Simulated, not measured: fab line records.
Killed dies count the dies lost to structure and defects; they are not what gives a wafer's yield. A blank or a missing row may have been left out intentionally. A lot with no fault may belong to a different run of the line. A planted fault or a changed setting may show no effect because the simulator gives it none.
What tool caused it? -- flow nandHarc -- Sampling: 24 lots, 72 wafers, 3 of 1302 route steps

WHAT THE GAUGES SHOWED, per wafer
NHARC_A_ONON_D1_THK_MEAS_02: measures by ellipsometry. Usual: 1003 nm for thkNm, sd 10.
lot,measured,on,thkNm (nm),flag
L074,day 7 20:52,filmMetro-01,1021 1023 1019,
L075,day 8 02:14,filmMetro-01,1004 1004 1004,
L076,day 8 11:24,filmMetro-01,1002 1001 1002,
L077,day 9 02:06,filmMetro-02,1004 1004 1003,
L078,day 9 10:26,filmMetro-01,1019 1018 1019,
L079,day 9 17:42,filmMetro-02,1011 1011 1012,
L080,day 10 10:05,filmMetro-01,991 991 991,
L081,day 10 20:46,filmMetro-01,1013 1016 1015,
L082,day 11 02:01,filmMetro-01,1003 1001 1005,
L083,day 11 19:34,filmMetro-02,999 1000 998,
L084,day 11 19:37,filmMetro-01,998 998 999,
L085,day 12 02:32,filmMetro-02,1001 1002 1003,
L086,day 12 14:41,filmMetro-02,1006 1008 1008,
L087,day 13 01:11,filmMetro-02,1008 1008 1008,
L089,day 13 19:56,filmMetro-02,1009 1005 1006,
L088,day 13 19:56,filmMetro-01,991 991 991,
L090,day 14 16:03,filmMetro-01,986 988 987,
L091,day 14 16:06,filmMetro-02,1005 1004 1004,
L092,day 15 05:25,filmMetro-01,1009 1010 1011,
L093,day 15 14:41,filmMetro-02,1004 1002 1003,
L094,day 16 05:44,filmMetro-02,996 994 993,
L095,day 16 09:22,filmMetro-01,983 984 983,
L096,day 17 01:16,filmMetro-01,990 990 987,
L097,day 17 09:55,filmMetro-02,1025 1022 1025,

NHARC_A_ONON_D1_THK_MEAS_11: measures by ellipsometry. Usual: 1002 nm for thkNm, sd 10.
lot,measured,on,thkNm (nm),flag
L074,day 7 22:34,filmMetro-02,999 999 998,
L075,day 8 03:56,filmMetro-01,996 996 995,
L076,day 8 13:06,filmMetro-02,1020 1019 1019,
L077,day 9 03:49,filmMetro-02,998 998 998,
L078,day 9 12:08,filmMetro-02,1012 1012 1011,
L079,day 9 19:25,filmMetro-02,1007 1009 1008,
L080,day 10 11:48,filmMetro-01,992 990 992,
L081,day 10 22:35,filmMetro-02,998 1000 1000,
L082,day 11 03:43,filmMetro-02,993 991 992,
L083,day 11 21:16,filmMetro-02,999 1000 999,
L084,day 11 21:19,filmMetro-01,984 985 985,
L085,day 12 04:14,filmMetro-01,1002 1004 1004,
L086,day 12 16:24,filmMetro-02,1015 1015 1014,
L087,day 13 02:53,filmMetro-02,1004 1005 1006,
L089,day 13 21:38,filmMetro-02,981 980 980,
L088,day 13 21:38,filmMetro-01,993 993 993,
L090,day 14 17:46,filmMetro-02,993 995 994,
L091,day 14 17:49,filmMetro-01,1009 1010 1010,
L092,day 15 07:07,filmMetro-02,1019 1018 1017,
L093,day 15 16:24,filmMetro-01,991 992 993,
L094,day 16 07:27,filmMetro-02,1011 1012 1012,
L095,day 16 11:03,filmMetro-01,1015 1017 1016,
L096,day 17 02:59,filmMetro-01,1001 1002 1002,
L097,day 17 11:37,filmMetro-02,1002 1000 999,

EACH LOT AND THE TOOL THAT RAN IT (in order: tool; ch and the chambers of the sampled wafers; start)
lot,NHARC_A_ZERO_WELL_DESCUM_12
L074,"rieDiel-05 ch 0,2, day 6 22:48"
L075,"rieDiel-06 ch 0,1, day 7 01:59"
L076,"rieDiel-06 ch 0,2,3, day 7 13:54"
L077,"rieDiel-06 ch 1,2, day 8 01:13"
L078,"rieDiel-05 ch 0,2,3, day 8 13:01"
L079,"rieDiel-05 ch 1,2, day 8 18:09"
L080,"rieDiel-05 ch 2,3, day 9 11:36"
L081,"rieDiel-05 ch 0,1,3, day 9 22:49"
L082,"rieDiel-05 ch 2,3, day 10 03:25"
L083,"rieDiel-13 ch 0,3, day 10 21:16"
L084,"rieDiel-05 ch 0,2,3, day 11 00:47"
L085,"rieDiel-05 ch 1,2,3, day 11 04:37"
L086,"rieDiel-05 ch 2,3, day 11 16:18"
L087,"rieDiel-05 ch 1,3, day 12 03:32"
L089,"rieDiel-05 ch 1,2,3, day 12 22:15"
L088,"rieDiel-05 ch 0,1,2, day 13 00:43"
L090,"rieDiel-06 ch 0,2,3, day 13 18:10"
L091,"rieDiel-05 ch 2,3, day 13 20:28"
L092,"rieDiel-05 ch 0,2, day 14 06:33"
L093,"rieDiel-06 ch 0,1,3, day 14 16:02"
L094,"rieDiel-06 ch 0,2, day 15 07:26"
L095,"rieDiel-05 ch 1,3, day 15 11:05"
L096,"rieDiel-13 ch 0,1, day 16 00:18"
L097,"rieDiel-05 ch 0,1,2, day 16 10:53"
- NHARC_A_ZERO_WELL_DESCUM_12: chemistry O2, time 3 s.

AS READ BY THE TOOLS THEMSELVES (means over the sampled wafers that have a number; for cases with no such wafer, the mark the record gives instead)
NHARC_A_ZERO_WELL_DESCUM_12. Usual: drypumpMotorCurrentA 5.7 A, standard deviation 0.55; oesProductAu 1.002 a.u., standard deviation 0.013; rfVppV 57.8 V, standard deviation 0.93; showerheadPlenumPTorr 1.93 Torr, standard deviation 0.075; throttleValvePct 11.310 %, standard deviation 0.0096.
lot,tool,drypumpMotorCurrentA (A),oesProductAu (a.u.),rfVppV (V),showerheadPlenumPTorr (Torr),throttleValvePct (%),flag
L074,rieDiel-05,5.2,1.006,57.9,1.97,11.299,
L075,rieDiel-06,5.8,0.998,57.9,1.99,11.314,
L076,rieDiel-06,5.7,0.996,57.7,1.90,11.309,
L077,rieDiel-06,5.8,0.990,57.9,1.89,11.317,
L078,rieDiel-05,5.4,1.004,57.6,1.95,11.317,
L079,rieDiel-05,6.2,1.004,57.1,1.86,11.304,
L080,rieDiel-05,5.7,1.001,57.8,1.90,11.296,
L081,rieDiel-05,5.7,1.012,58.5,1.96,11.313,
L082,rieDiel-05,5.6,0.999,57.4,1.94,11.315,
L083,rieDiel-13,5.7,0.991,58.1,1.93,11.315,
L084,rieDiel-05,5.4,0.993,58.4,1.95,11.299,
L085,rieDiel-05,5.9,1.001,56.9,1.90,11.317,
L086,rieDiel-05,5.7,0.988,57.4,1.89,11.316,
L087,rieDiel-05,6.0,1.012,57.8,1.95,11.308,
L089,rieDiel-05,6.0,1.004,58.2,1.90,11.308,
L088,rieDiel-05,5.7,0.999,58.2,1.91,11.311,
L090,rieDiel-06,5.7,0.990,57.8,1.89,11.304,
L091,rieDiel-05,5.6,0.995,57.1,1.94,11.315,
L092,rieDiel-05,5.4,0.996,58.2,1.90,11.311,
L093,rieDiel-06,5.9,1.011,57.8,1.96,11.302,
L094,rieDiel-06,5.4,0.987,57.6,1.84,11.307,
L095,rieDiel-05,6.3,1.016,57.1,1.91,11.306,
L096,rieDiel-13,5.5,1.015,57.3,1.89,11.308,
L097,rieDiel-05,5.7,1.005,57.6,1.91,11.313,

THE ANSWER, worked out from the rows above alone
Rule: lot off if the mean of its wafers having a number is beyond 3 standard deviations from the usual mean. A lot without any number at a reading at which 4 lots or more have one is off too. Where the step has rows for the other lots, those lots are counted as sound. After the gauges, taken in route order, come the tools' own readings; for these a lot's mean is taken, as printed above. At the first step where some lot is off, the reading lying furthest off is the one used; lots without a number count as furthest.
None of the lots is off at any reading shown; this tells nothing.

WHAT WAS PUT IN BY THE SIMULATOR
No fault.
